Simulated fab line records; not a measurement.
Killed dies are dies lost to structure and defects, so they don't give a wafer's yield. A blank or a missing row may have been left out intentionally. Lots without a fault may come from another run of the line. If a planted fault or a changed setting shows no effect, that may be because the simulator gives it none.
The tool behind it: which one?    flow nandHarc    6 lots, 17 wafers sampled, at 5 steps of a route of 1302

WHAT THE GAUGES SHOWED, per wafer
NHARC_END_SORT_01.
lot   measured      on         killedAtArray
L738  day 33 19:16  prober-01  60 674

EACH LOT AND THE TOOL THAT RAN IT (in order: tool; ch and the chambers of the sampled wafers; start)
lot   NHARC_A_CHANNEL_HOLE_D1_STRIP_27              NHARC_A_CHANNEL_FILL_D1_ALD_02   NHARC_A_CHANNEL_FILL_D1_ETCHBACK_19  NHARC_A_CHANNEL_FILL_D1_ETCHBACK_20
L717  rieDiel-09 ch 0,1,2, day 9 16:08 or earlier   aldHk-01 ch 0,1,3, day 9 16:08   rieSi-05 ch 0,1,2, day 10 18:03      rieDiel-07 ch 0,1,3, day 10 18:13
L720  rieDiel-13 ch 0,1,2, day 10 18:10 or earlier  aldHk-03 ch 1,2,3, day 10 18:10  rieSi-06 ch 0,2,3, day 11 19:44      rieDiel-10 ch 2,3, day 11 19:52
L723  rieDiel-08 ch 0,2, day 11 22:49 or earlier    aldHk-01 ch 0,2, day 11 22:49    rieSi-05 ch 2,3, day 13 00:49        rieDiel-10 ch 0,2, day 13 00:55
L725  rieDiel-13 ch 0,3, day 12 14:56 or earlier    aldHk-01 ch 2,3, day 12 14:56    rieSi-05 ch 0,1,2, day 13 16:04      rieDiel-11 ch 0,1,3, day 13 16:11
L729  rieDiel-13 ch 0,2,3, day 14 02:04 or earlier  aldHk-01 ch 1,2,3, day 14 02:04  rieSi-05 ch 0,3, day 15 01:51        rieDiel-07 ch 0,1,2, day 15 01:59
L738  rieDiel-08 ch 0, day 17 21:11 or earlier      aldHk-01 ch 3, day 17 21:11      rieSi-03 ch 1,3, day 18 21:39        rieDiel-10 ch 2,3, day 18 21:44
- NHARC_A_CHANNEL_HOLE_D1_STRIP_27: strips in O2.
- NHARC_A_CHANNEL_FILL_D1_ALD_02: deposits SiO2, target thk 6 nm, pulse time 10 s, ald cycles 60.
- NHARC_A_CHANNEL_FILL_D1_ETCHBACK_19: etches the open film in HBr/Cl2, target depth 5 nm, time 1.7 s.
- NHARC_A_CHANNEL_FILL_D1_ETCHBACK_20: etches the open film in C4F8/O2/Ar, target depth 27 nm, time 13.5 s.

THE ANSWER, worked out from the rows above alone
Rule: usual is defined by the lots themselves. Put in order of their means at a reading, lots are off if they are a third of the lots or fewer, leave a main group of 4 or more, and stand apart from it by a gap of 3 or more times the standard deviation of the main group's means; of several such gaps the widest counts. The tables above print the reading to a certain number of digits; a main group whose means all agree to those digits is not used. A lot without any number at a reading at which 4 lots or more have one is off too. The other lots that the step has rows for count as sound.
Nothing can be told from this: no lot is off at any reading shown.

WHAT THE SIMULATOR HAD PUT IN
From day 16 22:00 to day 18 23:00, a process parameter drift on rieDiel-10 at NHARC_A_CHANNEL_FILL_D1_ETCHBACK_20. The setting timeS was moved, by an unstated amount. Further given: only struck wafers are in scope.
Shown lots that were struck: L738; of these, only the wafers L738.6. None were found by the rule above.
